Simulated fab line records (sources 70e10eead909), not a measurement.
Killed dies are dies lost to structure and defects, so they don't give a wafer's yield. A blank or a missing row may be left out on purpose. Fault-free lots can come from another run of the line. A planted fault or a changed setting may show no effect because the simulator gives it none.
One fault through the eyes of 3 desks	flow nandHarc	what lay behind the numbers comes last; until then each desk has only its own

## TOOL OWNER'S DESK, cmp-01
The tool's own readings at NHARC_P_M0_CMP_23 (polishes, t overpolish 20 s, target thk 117.53 nm): means of the sampled wafers that have a number, for each lot that ran on this tool. Marked OUT: a lot whose mean sits more than 4 standard deviations from the usual mean, which makes it out of limits; the brackets give that distance.
Columns: A = motorCurrentA at NHARC_P_M0_CMP_23, usual 11.8 A; B = timeToEndpointS at NHARC_P_M0_CMP_23, usual 28.0 s
lot	first seen here	A	B
L367	day 6 11:41	11.6	28.4
L369	day 6 18:44	11.6	31.3
L374	day 8 04:58	11.1	32.2
L387	day 11 15:43	11.7	29.2
This desk's finding: nothing out of limits on any of the 4 lots.

## THE DEFECT DESK
For each lot, the counts of the inspections along the route, averaged over the sampled wafers that have a number. Marked OUT: a lot whose mean sits more than 4 standard deviations from the usual mean, which makes it out of limits; the brackets give that distance.
Columns: A = rawDefectCount at NHARC_P_M0_INSPECT_27, usual 298
lot	first seen here	A
L365	day 5 21:22	259
L367	day 6 12:09	575
L368	day 6 17:03	416
L369	day 6 19:13	212
L371	day 7 11:02	396
L374	day 8 05:26	1025 (+5.6) OUT
L381	day 10 06:02	380
L382	day 10 10:34	281
L386	day 11 00:00	255
L388	day 11 14:58	285
L387	day 11 16:12	179
Finding of this desk: L374 out of limits; the first was L374 at day 8 05:26, on rawDefectCount at NHARC_P_M0_INSPECT_27. Within limits: L365, L367, L368, L369, L371, L381, L382, L386, L388, L387.

## AT THE METROLOGY DESK
Lot by lot, what the gauges showed, no matter which tool ran the lot: averages of those sampled wafers that carry a number. Marked OUT: a lot whose mean sits more than 4 standard deviations from the usual mean, which makes it out of limits; the brackets give that distance.
Columns: A = cdNm at NHARC_P_M0_CD_MEAS_16, usual 89.8 nm
lot	first seen here	A
L365	day 5 19:10	89.1
L367	day 6 09:58	90.0
L368	day 6 14:52	89.0
L369	day 6 17:01	89.5
L371	day 7 08:49	89.8
L374	day 8 03:13	89.6
L381	day 10 03:43	90.0
L382	day 10 08:23	89.4
L386	day 10 21:49	89.2
L388	day 11 12:45	90.6
L387	day 11 13:56	90.4
This desk's finding: nothing out of limits on any of the 11 lots.

## PUT TOGETHER
The defect desk could have raised an alarm at day 8 05:26, on L374.
The tool owner's desk saw nothing out of limits.
Nothing out of limits was seen by the metrology desk.
Tool owner's desk: L374 on record, inside its limits.
The metrology desk holds a record of L374, inside its limits.
The lots listed all ran NHARC_P_M0_CMP_23 on cmp-01.

## WHAT WAS PUT IN BY THE SIMULATOR
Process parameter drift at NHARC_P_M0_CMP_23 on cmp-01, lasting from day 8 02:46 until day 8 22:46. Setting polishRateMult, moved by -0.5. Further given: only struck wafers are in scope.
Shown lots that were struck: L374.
Hours from the fault's start to each desk's first reading out of limits: the defect desk, 3.
